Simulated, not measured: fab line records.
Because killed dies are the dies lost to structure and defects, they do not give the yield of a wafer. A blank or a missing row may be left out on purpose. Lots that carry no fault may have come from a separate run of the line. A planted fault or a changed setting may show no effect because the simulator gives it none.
Struck lot and sound lot, side by side | flow nand_harc | 15 out of 1302 route steps
Sound: these wafers, L611.1, L611.3, L611.6. Wafers L625.2, L625.3, L625.4 were the ones struck. The cause is named last.
At each step with rows: each side's tool, then ch and its chambers, then its first start. Under that, the readings that differ: sound wafers | struck wafers | difference of the means | sigmas: that difference in standard deviations of wafers without a fault.
alike: words and numbers the same on both sides, and readings whose means are apart by under 2 such deviations; not compared: readings that were withheld, readings missing a value for some wafer, numbers with overlapping values and no deviation given by the record, and bounds like >300 which may hide the same value.
A row with sigmas, a row that says differs or no value, or rows on one side alone: a step with any of these is where the two part. When numbers do not overlap yet have no deviation, they are printed without sigmas and do not part them. A reading missing from all wafers of one side parts the sides only when that side holds two or more wafers.

first, 2 steps without rows for these wafers: NHARC_P_STI_SRD_39; NHARC_P_STI_OXIDE_40 (material SiO2, target thk 10 nm, ox time 1362 s).
NHARC_P_STI_INSPECT_25:
  sound on defect_inspect-02 at day 6 00:03; struck on defect_inspect-02 at day 11 18:53
  alike: raw_defect_count
then, 9 steps without rows for these wafers: NHARC_P_GATE_ETCH_69 (etches SiO2 in dHF, target depth 14 nm); NHARC_P_GATE_PRECLEAN_70 (cleans in SC1); NHARC_P_GATE_SRD_01; NHARC_P_GATE_OXIDE_02 (material SiO2, target thk 37.5 nm, ox time 365 s); NHARC_P_GATE_DEHYDRATE_03 (time 120 s); NHARC_P_GATE_HMDS_04 (time 30 s); NHARC_P_GATE_COAT_05; NHARC_P_GATE_SOFTBAKE_06 (time 95 s); NHARC_P_GATE_EBR_07.
NHARC_P_GATE_EXPOSE_08: exposes mask P HV.
  sound on krf_scanner-04 ch 0, day 6 08:43; struck on krf_scanner-01 ch 0, day 12 03:15
  reading              | sound                | struck               | difference | sigmas
  exposure_dose_mJ_cm2 | 16.748 16.754 16.749 | 17.696 17.718 17.717 | +0.960     | +64
  alike: mask
then, 1 step without rows for these wafers: NHARC_P_GATE_PEB_09 (peb time 85 s).
-- the record jumps here: 20 days lie between the struck wafers' starts before and after (it left off in module P_GATE and takes up again in module END, whose first step shown is number 1302 of the route) --
NHARC_END_SORT_01:
  sound on prober-01 ch 0, day 26 08:59; struck on prober-01 ch 0, day 31 23:06
  alike: killed_at_array, killed_at_other, killed_at_periphery, killed_dies, killed_open, killed_short

== WHERE THEY PART ==
At NHARC_P_GATE_EXPOSE_08 and nowhere else, as far as this record goes. Later steps at which nothing parts them and some readings are alike: NHARC_END_SORT_01.

WHY: what had been put in by the simulator
Process parameter drift: krf_scanner-01, from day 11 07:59 on, at NHARC_P_GATE_EXPOSE_08. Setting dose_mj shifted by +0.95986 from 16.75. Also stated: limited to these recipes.
